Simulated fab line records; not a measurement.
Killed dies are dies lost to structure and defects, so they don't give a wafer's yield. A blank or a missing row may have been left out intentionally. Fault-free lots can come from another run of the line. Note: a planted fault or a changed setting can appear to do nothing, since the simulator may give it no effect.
What tool caused it? :: flow n5 finfet :: 9 lots with 27 wafers sampled at 3 steps, on a route of 1938 steps

WHAT THE GAUGES READ, wafer by wafer
N5_MOL_CONTACT_COAG_INSPECT_57: inspects for defects (brightfield).
lot: L225
measured: day 5 12:26
on: defect inspect-01
raw defect count: 267 215 249

lot: L227
measured: day 5 21:29
on: defect inspect-02
raw defect count: 197 170 281

lot: L234
measured: day 7 16:23
on: defect inspect-01
raw defect count: 794 790 840

lot: L236
measured: day 8 04:27
on: defect inspect-02
raw defect count: 860 814 770

lot: L238
measured: day 9 00:31
on: defect inspect-01
raw defect count: 140 197 146

lot: L241
measured: day 9 13:17
on: defect inspect-01
raw defect count: 161 188 175

lot: L243
measured: day 9 20:58
on: defect inspect-02
raw defect count: 350 328 433

lot: L245
measured: day 10 13:28
on: defect inspect-01
raw defect count: 109 141 172

lot: L246
measured: day 10 15:50
on: defect inspect-01
raw defect count: 232 238 252

WHICH TOOL RAN EACH LOT (tool, then ch and the chambers of the sampled wafers, then the start)
lot: L225
N5_MOL_CONTACT_COAG_SPUTTER_143: pvd sputter-01, day 5 05:57
N5_MOL_CONTACT_COAG_ALD_123: ald sin-03 ch 1,2,3, day 5 11:23

lot: L227
N5_MOL_CONTACT_COAG_SPUTTER_143: pvd sputter-01, day 5 14:21
N5_MOL_CONTACT_COAG_ALD_123: ald sin-01 ch 0,2,3, day 5 20:32

lot: L234
N5_MOL_CONTACT_COAG_SPUTTER_143: pvd sputter-02, day 7 10:21
N5_MOL_CONTACT_COAG_ALD_123: ald sin-01 ch 0,3, day 7 15:20

lot: L236
N5_MOL_CONTACT_COAG_SPUTTER_143: pvd sputter-02, day 7 20:45
N5_MOL_CONTACT_COAG_ALD_123: ald sin-01 ch 1,2, day 8 03:31

lot: L238
N5_MOL_CONTACT_COAG_SPUTTER_143: pvd sputter-01, day 8 15:19
N5_MOL_CONTACT_COAG_ALD_123: ald sin-03 ch 0,1,2, day 8 23:31

lot: L241
N5_MOL_CONTACT_COAG_SPUTTER_143: pvd sputter-01, day 9 04:52
N5_MOL_CONTACT_COAG_ALD_123: ald sin-03 ch 1,2,3, day 9 12:21

lot: L243
N5_MOL_CONTACT_COAG_SPUTTER_143: pvd sputter-03, day 9 13:28
N5_MOL_CONTACT_COAG_ALD_123: ald sin-02 ch 0,1,2, day 9 19:53

lot: L245
N5_MOL_CONTACT_COAG_SPUTTER_143: pvd sputter-02, day 10 07:17
N5_MOL_CONTACT_COAG_ALD_123: ald sin-01 ch 1,2,3, day 10 12:31

lot: L246
N5_MOL_CONTACT_COAG_SPUTTER_143: pvd sputter-03, day 10 08:19
N5_MOL_CONTACT_COAG_ALD_123: ald sin-02 ch 0,2,3, day 10 14:47
- N5_MOL_CONTACT_COAG_SPUTTER_143: material Co, target thk 2.5 nm.
- N5_MOL_CONTACT_COAG_ALD_123: deposits SiNx, target thk 5 nm, pulse time 1 s, purge time 2 s.

THE ANSWER, worked out from the rows above alone
Rule: what is usual is taken from the lots themselves. Put in order of their means at a reading, lots are off if they are a third of the lots or fewer, leave a main group of 4 or more, and stand apart from it by a gap of 3 or more times the standard deviation of the main group's means; of several such gaps the widest counts. If all means in a main group match to the digits the tables above print for the reading, that group is not used. Also off: a lot with no number at a reading for which 4 or more lots have one. All remaining lots with rows at the step are treated as sound.
Off: L234, L236 (N5_MOL_CONTACT_COAG_INSPECT_57, raw defect count). The main group has a mean of 221 with a standard deviation of 71.
If a tool, at a process step before that reading, ran all the lots that are off and no sound lot after the first of them, it fits. Gauges at N5_MOL_CONTACT_COAG_INSPECT_57: tried the same way as those tools. Of those tried, none fits.

WHAT THE SIMULATOR HAD PUT IN
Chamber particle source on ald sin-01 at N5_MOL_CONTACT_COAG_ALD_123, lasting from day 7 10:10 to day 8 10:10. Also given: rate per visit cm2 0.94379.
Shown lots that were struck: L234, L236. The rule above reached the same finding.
